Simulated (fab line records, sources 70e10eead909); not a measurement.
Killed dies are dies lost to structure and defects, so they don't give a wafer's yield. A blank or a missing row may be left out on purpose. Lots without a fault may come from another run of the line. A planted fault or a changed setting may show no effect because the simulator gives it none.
Chamber matching | flow nand_harc | NHARC_HYBRID_BOND_ACTIVATE_00 on rie_diel-07: 4 sister chambers
The step chemistry N2, time 60 s. 51 wafers are shown with their chamber, then 12 later ones without.

WAFERS WITH THEIR CHAMBER
wafer  | chamber | showerhead_plenum_p_Torr (Torr) | drypump_motor_current_A (A) | oes_product_au (a.u.)
L077.1 | 1       | 1.70                            | 5.70                        | 0.993
L077.2 | 2       | 1.64                            | 5.80                        | 1.022
L077.6 | 3       | 1.87                            | 5.61                        | 1.004
L076.2 | 2       | 1.65                            | 5.78                        | 1.012
L076.4 | 3       | 1.87                            | 5.62                        | 1.007
L076.6 | 3       | 1.87                            | 5.60                        | 1.005
L079.1 | 0       | 1.69                            | 5.91                        | 1.010
L079.2 | 1       | 1.70                            | 5.72                        | 0.991
L079.5 | 2       | 1.64                            | 5.78                        | 1.003
L081.4 | 3       | 1.87                            | 5.63                        | 1.008
L081.5 | 2       | 1.64                            | 5.80                        | 1.014
L081.6 | 3       | 1.87                            | 5.59                        | 1.001
L080.3 | 1       | 1.70                            | 5.73                        | 0.997
L080.4 | 0       | 1.68                            | 5.96                        | 0.996
L080.5 | 2       | 1.64                            | 5.80                        | 1.011
L078.3 | 1       | 1.70                            | 5.72                        | 0.984
L078.4 | 2       | 1.64                            | 5.80                        | 1.011
L078.6 | 1       | 1.70                            | 5.74                        | 0.988
L082.1 | 1       | 1.70                            | 5.71                        | 0.981
L082.2 | 2       | 1.64                            | 5.78                        | 1.021
L082.4 | 3       | 1.87                            | 5.59                        | 1.002
L085.1 | 2       | 1.64                            | 5.81                        | 1.007
L085.2 | 1       | 1.70                            | 5.75                        | 0.985
L085.4 | 3       | 1.87                            | 5.60                        | 0.998
L084.1 | 3       | 1.87                            | 5.60                        | 1.006
L084.2 | 0       | 1.68                            | 5.94                        | 1.009
L084.3 | 1       | 1.70                            | 5.72                        | 0.994
L084.4 | 2       | 1.64                            | 5.81                        | 1.014
L084.5 | 3       | 1.87                            | 5.62                        | 0.999
L084.6 | 2       | 1.64                            | 5.81                        | 1.011
L088.2 | 2       | 1.64                            | 5.83                        | 1.012
L088.4 | 0       | 1.68                            | 5.95                        | 0.999
L088.5 | 1       | 1.70                            | 5.74                        | 0.987
L087.2 | 2       | 1.64                            | 5.82                        | 1.015
L087.4 | 3       | 1.87                            | 5.60                        | 0.996
L087.5 | 2       | 1.64                            | 5.82                        | 1.017
L089.1 | 0       | 1.68                            | 5.97                        | 1.005
L089.3 | 1       | 1.70                            | 5.73                        | 0.997
L089.4 | 3       | 1.87                            | 5.59                        | 1.009
L090.1 | 2       | 1.64                            | 5.80                        | 1.004
L090.3 | 3       | 1.87                            | 5.62                        | 1.002
L090.6 | 1       | 1.70                            | 5.72                        | 0.994
L092.3 | 2       | 1.64                            | 5.83                        | 1.020
L092.4 | 0       | 1.68                            | 5.95                        | 1.014
L092.6 | 0       | 1.68                            | 5.94                        | 1.010
L091.2 | 3       | 1.87                            | 5.66                        | 0.994
L091.3 | 1       | 1.70                            | 5.74                        | 0.983
L091.4 | 2       | 1.64                            | 5.79                        | 1.002
L094.2 | 1       | 1.70                            | 5.74                        | 0.996
L094.3 | 0       | 1.68                            | 5.94                        | 1.004
L094.4 | 3       | 1.87                            | 5.57                        | 1.000

SIGNATURES (means of the wafers above)
reading                  | chamber 0 | chamber 1 | chamber 2 | chamber 3 | scatter within a chamber
showerhead_plenum_p_Torr | 1.6812    | 1.7000    | 1.6406    | 1.8700    | 0.00196
drypump_motor_current_A  | 5.9450    | 5.7277    | 5.8037    | 5.6071    | 0.0178
oes_product_au           | 1.00588   | 0.99000   | 1.01225   | 1.00221   | 0.00559
Rule: a wafer's distance from a chamber is the root of the sum, over the readings, of the square of ((its reading less the chamber's mean) divided by the reading's scatter). The wafer belongs to the nearest chamber; if the next one is less than 2 further off, it can't be placed. The scatter: the root of (the sum of the squares of (reading less its chamber's mean) over the shown wafers, divided by (wafers less chambers)).

WAFERS WITHOUT THEIR CHAMBER
wafer  | showerhead_plenum_p_Torr (Torr) | drypump_motor_current_A (A) | oes_product_au (a.u.)
L093.1 | 1.87                            | 5.58                        | 0.999
L093.3 | 1.64                            | 5.83                        | 1.003
L093.6 | 1.64                            | 5.81                        | 0.995
L095.1 | 1.68                            | 5.95                        | 1.001
L095.2 | 1.70                            | 5.76                        | 1.002
L095.4 | 1.68                            | 5.95                        | 0.995
L097.1 | 1.87                            | 5.64                        | 1.001
L097.4 | 1.70                            | 5.73                        | 0.984
L097.6 | 1.87                            | 5.62                        | 0.998
L096.1 | 1.87                            | 5.56                        | 1.012
L096.3 | 1.68                            | 5.96                        | 1.003
L096.5 | 1.68                            | 5.99                        | 1.010

WHICH CHAMBER EACH WENT THROUGH
wafer  | from the rows above | in truth
L093.1 | 3                   | 3
L093.3 | 2                   | 2
L093.6 | 2                   | 2
L095.1 | 0                   | 0
L095.2 | 1                   | 1
L095.4 | 0                   | 0
L097.1 | 3                   | 3
L097.4 | 1                   | 1
L097.6 | 3                   | 3
L096.1 | 3                   | 3
L096.3 | 0                   | 0
L096.5 | 0                   | 0
Placed correctly: 12 of 12. Can't be placed from these rows: 0. Placed wrongly: 0.
